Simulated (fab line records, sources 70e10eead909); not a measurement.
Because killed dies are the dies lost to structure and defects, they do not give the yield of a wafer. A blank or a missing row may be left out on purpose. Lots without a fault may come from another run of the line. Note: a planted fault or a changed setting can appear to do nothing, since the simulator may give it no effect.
Which tool did it?	flow nand_harc	12 lots with 36 wafers sampled at 5 steps, on a route of 1302 steps

WHAT EACH GAUGE READ, for each wafer
NHARC_P_ZERO_WELL_CD_MEAS_37: the cd target is 720 nm.
lot	measured	on	cd_nm (nm)
L413	day 2 00:14	cd_sem-02	716.5 717.9 716.3
L418	day 4 02:07	cd_sem-01	716.1 719.7 719.9
L421	day 5 08:16	cd_sem-01	717.3 716.7 717.4
L422	day 5 17:55	cd_sem-02	718.3 719.4 721.5
L423	day 6 04:15	cd_sem-01	720.5 718.0 720.3
L424	day 6 14:22	cd_sem-03	721.9 722.7 722.2
L425	day 7 00:13	cd_sem-02	716.7 717.7 718.2
L426	day 7 11:40	cd_sem-01	722.7 719.0 722.7
L427	day 7 20:05	cd_sem-02	718.6 718.5 717.6
L433	day 10 09:47	cd_sem-03	710.8 712.4 711.4
L434	day 10 17:59	cd_sem-01	713.3 714.6 713.0
L435	day 11 03:59	cd_sem-01	720.6 719.5 718.3

NHARC_P_ZERO_WELL_CD_MEAS_52: the cd target is 2000 nm.
lot	measured	on	cd_nm (nm)
L413	day 2 01:53	cd_sem-01	1999.8 1998.5 1998.2
L418	day 4 03:46	cd_sem-03	1998.8 1998.4 2000.3
L421	day 5 09:54	cd_sem-02	2001.8 1997.2 1999.4
L422	day 5 19:32	cd_sem-03	1999.2 2000.0 1998.3
L423	day 6 05:56	cd_sem-01	1997.0 1997.8 1995.2
L424	day 6 16:00	cd_sem-02	1998.3 1998.8 2000.3
L425	day 7 01:54	cd_sem-03	1998.2 1997.6 1999.5
L426	day 7 13:11	cd_sem-01	1996.7 1998.3 1996.2
L427	day 7 21:37	cd_sem-01	2000.4 2002.4 1997.7
L433	day 10 11:25	cd_sem-02	2003.7 2003.2 2002.3
L434	day 10 19:29	cd_sem-01	1999.3 2001.8 1998.3
L435	day 11 05:32	cd_sem-03	2000.6 2000.6 2000.3

NHARC_P_STI_OCD_MEAS_17.
lot	measured	on	trench_depth_nm (nm)	trench_foot_cd_nm (nm)
L413	day 2 21:18	ocd-02	299 297 299	157.8 154.5 158.4
L418	day 4 22:28	ocd-02	294 298 304	162.4 162.6 160.2
L421	day 6 05:18	ocd-02	296 299 298	158.9 153.0 154.9
L422	day 6 15:13	ocd-01	294 293 298	157.6 154.5 156.3
L423	day 7 02:16	ocd-02	298 298 299	161.1 161.2 157.9
L424	day 7 11:16	ocd-01	298 297 296	157.3 160.0 160.8
L425	day 7 23:26	ocd-01	299 295 300	158.3 155.8 162.9
L426	day 8 07:42	ocd-02	297 299 294	154.3 154.4 152.4
L427	day 8 16:01	ocd-02	301 297 303	156.2 158.8 153.7
L433	day 11 08:19	ocd-02	298 301 295	155.4 150.9 156.7
L434	day 11 13:10	ocd-01	302 298 296	159.0 160.7 158.9
L435	day 11 22:49	ocd-02	296 301 303	162.2 158.2 157.7

WHICH TOOL RAN EACH LOT (tool, then ch and the chambers of the sampled wafers, then the start)
lot	NHARC_P_ZERO_WELL_DESCUM_26	NHARC_P_ZERO_WELL_PEB_35
L413	rie_diel-09 ch 0,1,3, day 1 22:53	litho_track-03 ch 0, day 2 00:08
L418	rie_diel-05 ch 0,2, day 4 00:46	litho_track-07 ch 0, day 4 02:02
L421	rie_diel-01 ch 0,3, day 5 06:47	litho_track-05 ch 0, day 5 08:10
L422	rie_diel-05 ch 0,1,3, day 5 16:34	litho_track-07 ch 0, day 5 17:49
L423	rie_diel-01 ch 0,1,3, day 6 02:47	litho_track-03 ch 0, day 6 04:10
L424	rie_diel-01 ch 1,2,3, day 6 13:01	litho_track-07 ch 0, day 6 14:16
L425	rie_diel-09 ch 0,3, day 6 22:44	litho_track-03 ch 0, day 7 00:08
L426	rie_diel-09 ch 0,1,3, day 7 10:19	litho_track-07 ch 0, day 7 11:34
L427	rie_diel-09 ch 0,1,3, day 7 18:44	litho_track-05 ch 0, day 7 20:00
L433	rie_diel-01 ch 0,1,2, day 10 08:27	litho_track-03 ch 0, day 10 09:41
L434	rie_diel-09 ch 0,1,3, day 10 16:39	litho_track-03 ch 0, day 10 17:53
L435	rie_diel-01 ch 0,1, day 11 02:38	litho_track-05 ch 0, day 11 03:54
- NHARC_P_ZERO_WELL_DESCUM_26: chemistry O2, time 3 s.
- NHARC_P_ZERO_WELL_PEB_35: peb time 85 s.

AS READ BY THE TOOLS THEMSELVES (means over the sampled wafers that have a number; for cases with no such wafer, the mark the record gives instead)
NHARC_P_ZERO_WELL_DESCUM_26.
lot	tool	drypump_motor_current_A (A)	oes_product_au (a.u.)	rf_vpp_V (V)	showerhead_plenum_p_Torr (Torr)	throttle_valve_pct (%)
L413	rie_diel-09	6.0	1.004	57.9	1.93	11.310
L418	rie_diel-05	5.6	1.002	57.4	1.99	11.306
L421	rie_diel-01	5.9	0.997	58.8	1.92	11.305
L422	rie_diel-05	5.3	1.013	57.8	1.94	11.301
L423	rie_diel-01	5.7	0.995	58.4	1.90	11.327
L424	rie_diel-01	5.8	0.996	58.0	1.90	11.315
L425	rie_diel-09	6.0	1.001	56.9	1.91	11.308
L426	rie_diel-09	6.0	0.989	58.7	2.02	11.305
L427	rie_diel-09	6.0	0.996	58.3	2.02	11.310
L433	rie_diel-01	5.9	0.985	57.7	1.85	11.319
L434	rie_diel-09	6.0	0.997	58.8	2.02	11.310
L435	rie_diel-01	5.7	1.002	57.0	1.85	11.322

NHARC_P_ZERO_WELL_PEB_35.
lot	tool	heater_power_total_W (W)	plate_temp_C (C)
L413	litho_track-03	164.08	118.00
L418	litho_track-07	163.97	118.07
L421	litho_track-05	163.81	117.93
L422	litho_track-07	164.03	117.97
L423	litho_track-03	164.06	118.02
L424	litho_track-07	164.07	118.05
L425	litho_track-03	164.17	117.93
L426	litho_track-07	164.24	117.94
L427	litho_track-05	163.82	117.93
L433	litho_track-03	157.80	114.50
L434	litho_track-03	157.63	114.68
L435	litho_track-05	163.84	117.98

THE ANSWER, worked out from the rows above alone
Rule: usual is defined by the lots themselves. The widest of any qualifying gaps counts: lots, ordered by their means at a reading, are off when they make up no more than a third of the lots, leave a main group of 4 or more, and stand apart from it by 3 or more times the standard deviation of that group's means. Not used: any main group whose means are identical at the precision the tables above print for the reading. Also off: a lot with no number at a reading for which 4 or more lots have one. All remaining lots with rows at the step are treated as sound. Order of review: gauges by route order, followed by the tools' own readings, for which a lot's mean as printed above is used. At the first step where some lot is off, the reading lying furthest off is the one used; lots without a number count as furthest.
Off: L433, L434 (NHARC_P_ZERO_WELL_PEB_35, plate_temp_C). The main group: mean 117.98 C, standard deviation 0.049.
A tool fits if, at that step or a process step before it, it ran every lot that is off, and no sound lot after the first of them. One fits: NHARC_P_ZERO_WELL_PEB_35 on litho_track-03. A fault onset in the window from L425 (day 7 00:08, its last sound lot) to L433 (day 10 09:41, its first lot off) fits.
The tool's own readings at NHARC_P_ZERO_WELL_PEB_35 bear it out: on the lots that are off they differ by more than 5 times the standard deviation of the sound lots' means. heater_power_total_W reads 157.72 W there against 164.01 W on the sound lots; plate_temp_C reads 114.59 C there against 117.98 C on the sound lots.

WHAT THE SIMULATOR PUT IN
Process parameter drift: litho_track-03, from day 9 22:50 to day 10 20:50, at NHARC_P_ZERO_WELL_PEB_35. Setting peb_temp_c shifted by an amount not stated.
Struck lots among those shown: L433, L434. This agrees with what the rule above found.
